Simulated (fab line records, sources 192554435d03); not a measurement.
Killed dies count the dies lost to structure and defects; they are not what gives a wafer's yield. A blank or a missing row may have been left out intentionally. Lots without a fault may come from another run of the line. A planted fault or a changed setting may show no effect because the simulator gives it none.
What tool caused it? + flow n5_finfet + route of 1938 steps, sampled at 1 step: 24 lots, 72 wafers

== WHAT THE GAUGES READ, wafer by wafer ==
N5_BEOL_M2_CD_MEAS_28: target cd 26.2 nm, target cd y 24.1 nm. Usual: cd_nm at 26.16 nm, with a standard deviation of 0.21.
| lot  | measured     | on        | cd_nm (nm)        | flag |
|------|--------------|-----------|-------------------|------|
| L074 | day 6 18:55  | cd_sem-01 | 26.04 26.11 25.85 |      |
| L075 | day 6 20:20  | cd_sem-01 | 25.90 26.40 26.29 |      |
| L077 | day 7 00:56  | cd_sem-02 | 26.04 26.35 25.79 |      |
| L076 | day 7 01:26  | cd_sem-03 | 26.51 26.09 26.13 |      |
| L078 | day 7 11:54  | cd_sem-02 | 26.20 26.01 26.41 |      |
| L079 | day 7 19:31  | cd_sem-02 | 26.02 26.24 25.90 |      |
| L080 | day 8 05:06  | cd_sem-01 | 26.17 26.01 26.21 |      |
| L081 | day 8 07:28  | cd_sem-01 | 26.19 26.34 26.29 |      |
| L082 | day 8 11:41  | cd_sem-01 | 25.86 25.97 26.02 |      |
| L083 | day 8 20:32  | cd_sem-03 | 25.99 26.15 26.02 |      |
| L084 | day 9 07:22  | cd_sem-01 | 25.97 26.01 26.21 |      |
| L085 | day 9 08:29  | cd_sem-02 | 25.93 25.97 26.55 |      |
| L086 | day 9 21:01  | cd_sem-03 | 25.92 25.81 25.86 |      |
| L088 | day 10 01:19 | cd_sem-01 | 25.95 26.20 26.12 |      |
| L087 | day 10 01:41 | cd_sem-02 | 26.59 26.26 25.83 |      |
| L089 | day 10 10:13 | cd_sem-01 | 26.39 26.12 26.43 |      |
| L090 | day 10 13:40 | cd_sem-01 | 26.28 26.04 26.22 |      |
| L091 | day 11 00:16 | cd_sem-02 | 26.18 26.53 26.32 |      |
| L092 | day 11 05:58 | cd_sem-02 | 26.20 26.35 26.02 |      |
| L093 | day 11 11:22 | cd_sem-03 | 26.25 26.77 26.42 |      |
| L094 | day 11 11:47 | cd_sem-03 | 26.14 26.29 25.76 |      |
| L095 | day 12 00:15 | cd_sem-01 | 26.44 26.31 26.32 |      |
| L096 | day 12 05:05 | cd_sem-01 | 26.07 26.28 26.36 |      |
| L097 | day 12 11:49 | cd_sem-01 | 26.36 26.23 26.38 |      |

== TOOL THAT RAN EACH LOT (tool first, then ch and the chambers of the sampled wafers, then the start) ==
The record shows no process step preceding these readings.

== AS READ BY THE TOOLS THEMSELVES (means over the sampled wafers that have a number; for cases with no such wafer, the mark the record gives instead) ==
The record holds no such reading with a usual standard deviation.

== THE ANSWER, worked out from the rows above alone ==
Rule: take the mean of a lot's wafers that have a number; if it is more than 3 standard deviations from the usual mean, the lot is off. Also off: a lot with no number at a reading for which 4 or more lots have one. Any other lot the step has rows for is counted as sound. The gauges are gone through in route order, then the tools' own readings, and for those a lot's mean is taken as printed above. The first step at which some lot is off is used, and at that step the reading that is off furthest; a lot without a number counts as furthest.
Across all readings shown, no lot is off: no conclusion can be drawn from this.

== WHAT THE SIMULATOR PUT IN ==
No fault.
